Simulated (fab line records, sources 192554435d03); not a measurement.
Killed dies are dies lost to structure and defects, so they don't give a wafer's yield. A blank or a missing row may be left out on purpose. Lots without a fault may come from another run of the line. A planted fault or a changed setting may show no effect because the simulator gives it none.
Chamber matching | flow n5_finfet | N5_MOL_CONTACT_COAG_ALD_27 on ald_sin-02: 4 sister chambers
The step deposits SiOC, target thk 17 nm, pulse time 1.5 s, time 2720 s. 18 wafers are shown with their chamber, then 9 later ones without.

WAFERS WITH THEIR CHAMBER
wafer  | chamber | heater_power_w (W) | precursor_pulse_height_rel
L076.1 | 1       | 1030               | 1.012
L076.4 | 0       | 883                | 1.009
L076.6 | 3       | 742                | 0.993
L077.2 | 3       | 724                | 0.988
L077.5 | 0       | 893                | 1.017
L077.6 | 3       | 731                | 0.999
L078.1 | 3       | 731                | 1.020
L078.3 | 1       | 1028               | 1.001
L078.5 | 2       | 855                | 1.015
L085.1 | 3       | 732                | 1.039
L085.4 | 1       | 1013               | 1.016
L085.5 | 2       | 825                | 1.024
L087.3 | 1       | 1028               | 0.965
L087.4 | 3       | 738                | 1.009
L087.6 | 3       | 722                | 1.035
L089.1 | 1       | 965                | 0.995
L089.2 | 2       | 813                | 1.036
L089.4 | 0       | 876                | 0.982

SIGNATURES (means of the wafers above)
reading                    | chamber 0 | chamber 1 | chamber 2 | chamber 3 | scatter within a chamber
heater_power_w             | 884.00    | 1012.80   | 831.00    | 731.43    | 17.8
precursor_pulse_height_rel | 1.00267   | 0.99780   | 1.02500   | 1.01186   | 0.0188
Rule: a wafer's distance from a chamber is the root of the sum, over the readings, of the square of ((its reading less the chamber's mean) divided by the reading's scatter). The wafer belongs to the nearest chamber; if the next one is less than 2 further off, it can't be placed. The scatter: the root of (the sum of the squares of (reading less its chamber's mean) over the shown wafers, divided by (wafers less chambers)).

WAFERS WITHOUT THEIR CHAMBER
wafer  | heater_power_w (W) | precursor_pulse_height_rel
L090.3 | 862                | 1.020
L090.4 | 821                | 1.005
L090.6 | 985                | 1.036
L093.2 | 697                | 1.016
L093.5 | 955                | 0.986
L093.6 | 866                | 1.005
L094.1 | 699                | 1.017
L094.4 | 807                | 0.994
L094.6 | 705                | 0.977

WHICH CHAMBER EACH WENT THROUGH
wafer  | from the rows above     | in truth
L090.3 | can't be placed: 0 or 2 | 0
L090.4 | 2                       | 2
L090.6 | 1                       | 1
L093.2 | 3                       | 3
L093.5 | can't be placed: 1 or 0 | 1
L093.6 | can't be placed: 0 or 2 | 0
L094.1 | 3                       | 3
L094.4 | 2                       | 2
L094.6 | 3                       | 3
Placed correctly: 6 of 9. Can't be placed from these rows: 3 (the true chamber is among the candidates in 3). Placed wrongly: 0.
